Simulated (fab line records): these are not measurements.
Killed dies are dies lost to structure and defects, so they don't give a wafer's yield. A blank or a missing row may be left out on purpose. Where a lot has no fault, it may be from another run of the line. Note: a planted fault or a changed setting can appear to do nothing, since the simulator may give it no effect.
A lot that was struck, set against a sound lot :: flow n5_finfet :: 40 out of 1938 route steps
Sound: these wafers, L573.1, L573.2, L573.6. Struck: wafer L577.6. (L577.5 of the same lot was not struck and is left out.) The cause comes at the end.
Order at every step that has rows: each side's tool, ch and its chambers, its first start. Under that, the readings that differ: sound wafers :: struck wafers :: difference of the means :: sigmas: that difference in standard deviations of wafers without a fault.
alike: words and numbers the same on both sides, and readings whose means are apart by under 2 such deviations; not compared: readings that were withheld, readings missing a value for some wafer, numbers with overlapping values and no deviation given by the record, and bounds like >300 which may hide the same value.
The two part at a step that has a row with sigmas, a row that says differs or no value, or rows on one side only. When numbers do not overlap yet have no deviation, they are printed without sigmas and do not part them. Lack of a reading on every wafer of one side parts them only where that side has two or more wafers.

first, 11 steps without rows for these wafers: N5_BEOL_M0_SAQP_SPACER1_ETCHBACK_99 (etches SiO2 in CHF3/O2, target depth 15.4 nm, time 7.7 s); N5_BEOL_M0_SAQP_MANDREL1_REMOVE_100 (chemistry HBr/Cl2/O2, target a-Si, stops on SiNx, bt time 10 s); N5_BEOL_M0_SAQP_ETCH_101 (etches SiNx in CH3F/O2, target depth 29.9 nm, time 42.7 s); N5_BEOL_M0_SAQP_ETCH_102 (etches SiO2 in CF4, target depth 4 nm, time 4.4 s); N5_BEOL_M0_SAQP_MANDREL_ETCH_103 (etches a-Si in HBr/Cl2, stops on SiCN, target depth 45 nm, bt time 10 s, time 27 s); N5_BEOL_M0_SAQP_RECESS_104 (chemistry HF/NH3, target SiO2, target depth 18 nm, afs cycles 3, sublimation time 60 s); N5_BEOL_M0_SAQP_COAT_105 (time 60 s, resist thk 100 nm); N5_BEOL_M0_SAQP_ETCH_106 (etches SOC in N2/H2, stops on SiNx, target depth 150 nm); N5_BEOL_M0_SAQP_ETCH_107 (etches SiNx in CH3F/O2, target depth 30 nm); N5_BEOL_M0_SAQP_STRIP_108 (strips in N2/H2); N5_BEOL_M0_SAQP_RECESS_109 (chemistry HF/NH3, target SiO2, target depth 3 nm, afs cycles 1, sublimation time 60 s).
N5_BEOL_M0_SAQP_SPACER2_ALD_26: deposits SiO2, target thk 15 nm, pulse time 1 s, purge time 2 s.
  sound on ald_sin-03 ch 2,3, day 7 23:59; struck on ald_sin-03 ch 3, day 8 19:40
reading: model.SiO2_of_BEOL_M0_SAQP_SPACER2_ALD_26.thk_nm (nm)
sound: 15 15 15
struck: 19.6
difference: +4.6
sigmas: 
  alike: heater_power_w, precursor_pulse_height_rel
then, 1 step without rows for these wafers: N5_BEOL_M0_SAQP_SPACER2_ETCHBACK_27 (etches SiO2 in CHF3/O2, target depth 22.5 nm, time 11.25 s).
N5_BEOL_M0_SAQP_MANDREL2_REMOVE_110: chemistry HBr/Cl2/O2, target a-Si, stops on SiCN, bt time 10 s.
  sound on rie_si-03 ch 0,3, day 8 00:37; struck on rie_si-05 ch 2, day 8 20:04
reading: O2_flow_sccm (sccm)
sound: 4.987 4.996 5.004
struck: 4.955
difference: -0.041
sigmas: -3

reading: model.BEOL_M0_SAQP.cd_nm (nm)
sound: 15 15 14.8
struck: 19.6
difference: +4.7
sigmas: 

reading: model.SiO2_of_BEOL_M0_SAQP_SPACER2_ALD_26.thk_nm (nm)
sound: 10.6 10.6 10.6
struck: 15.2
difference: +4.6
sigmas: 
  alike: bias_w, drypump_motor_current_A, oes_product_au, throttle_valve_pct
  not compared: rf_hours_counter_h
N5_BEOL_M0_SAQP_CD_MEAS_29: target cd 14.4 nm.
  sound on cd_sem-02 ch 0, day 8 00:44; struck on cd_sem-03 ch 0, day 8 20:09
reading: cd_nm (nm)
sound: 14.83 15.16 14.71
struck: 19.69
difference: +4.79
sigmas: +22
then, 23 steps without rows for these wafers: N5_BEOL_M0_SAQP_COAT_69 (time 60 s, resist thk 90 nm); N5_BEOL_M0_SAQP_COAT_72 (time 60 s, resist thk 15 nm); N5_BEOL_M0_SAQP_COAT_87 (time 60 s, resist thk 5 nm); N5_BEOL_M0_SAQP_COAT_34 (resist thk 30 nm); N5_BEOL_M0_SAQP_EBR_36; N5_BEOL_M0_SAQP_SOFTBAKE_35 (time 60 s); N5_BEOL_M0_SAQP_EXPOSE_37 (exposes mask M0 CUT1, target cd 30 nm); N5_BEOL_M0_SAQP_PEB_38 (peb time 60 s); N5_BEOL_M0_SAQP_DEVELOP_39 (develop time 30 s); N5_BEOL_M0_SAQP_DESCUM_45 (chemistry O2, time 7 s); N5_BEOL_M0_SAQP_ETCH_88 (etches underlayer in N2/H2, target depth 6.5 nm, time 5.2 s); N5_BEOL_M0_SAQP_ETCH_73 (etches SiARC in CF4, target depth 19.5 nm, time 32.5 s); N5_BEOL_M0_SAQP_CUT_ETCH_46 (etches SOC in N2/H2, target depth 135 nm, overetch 27 nm, time 202.5 s); N5_BEOL_M0_SAQP_STRIP_74 (strips in N2/H2); N5_BEOL_M0_SAQP_STRIP_89 (strips in N2/H2); N5_BEOL_M0_SAQP_ALD_48 (deposits SiO2, target thk 20 nm, pulse time 1 s, co reactant pulse time 1 s); N5_BEOL_M0_SAQP_ETCH_49 (etches SiO2 in CF4/O2, target depth 37 nm); N5_BEOL_M0_SAQP_STRIP_75 (strips in CF4); N5_BEOL_M0_CUTY_COAT_50 (time 60 s, resist thk 15 nm); N5_BEOL_M0_CUTY_COAT_51 (resist thk 150 nm); N5_BEOL_M0_CUTY_EBR_52; N5_BEOL_M0_CUTY_SOFTBAKE_53 (time 60 s); N5_BEOL_M0_CUTY_EXPOSE_54 (exposes mask M0 ABLK).
N5_BEOL_M4_RC_MEAS_101:
  the record has rows for the sound wafers here (prober-01 ch 0, day 10 09:34) and none for the struck ones
-- here the record skips 7 days between the struck wafers' starts before and after, leaving off in module BEOL_M4 and picking up in module PASSIVATION (first step shown: number 1936 of the route) --
N5_PASSIVATION_PROBE_49:
  only the struck wafers here have rows in the record (prober-02, day 15 10:13); the sound ones have none

== WHERE THEY PART ==
Earliest at N5_BEOL_M0_SAQP_MANDREL2_REMOVE_110; latest, in this record, at N5_PASSIVATION_PROBE_49.

WHY: the cause the simulator had injected
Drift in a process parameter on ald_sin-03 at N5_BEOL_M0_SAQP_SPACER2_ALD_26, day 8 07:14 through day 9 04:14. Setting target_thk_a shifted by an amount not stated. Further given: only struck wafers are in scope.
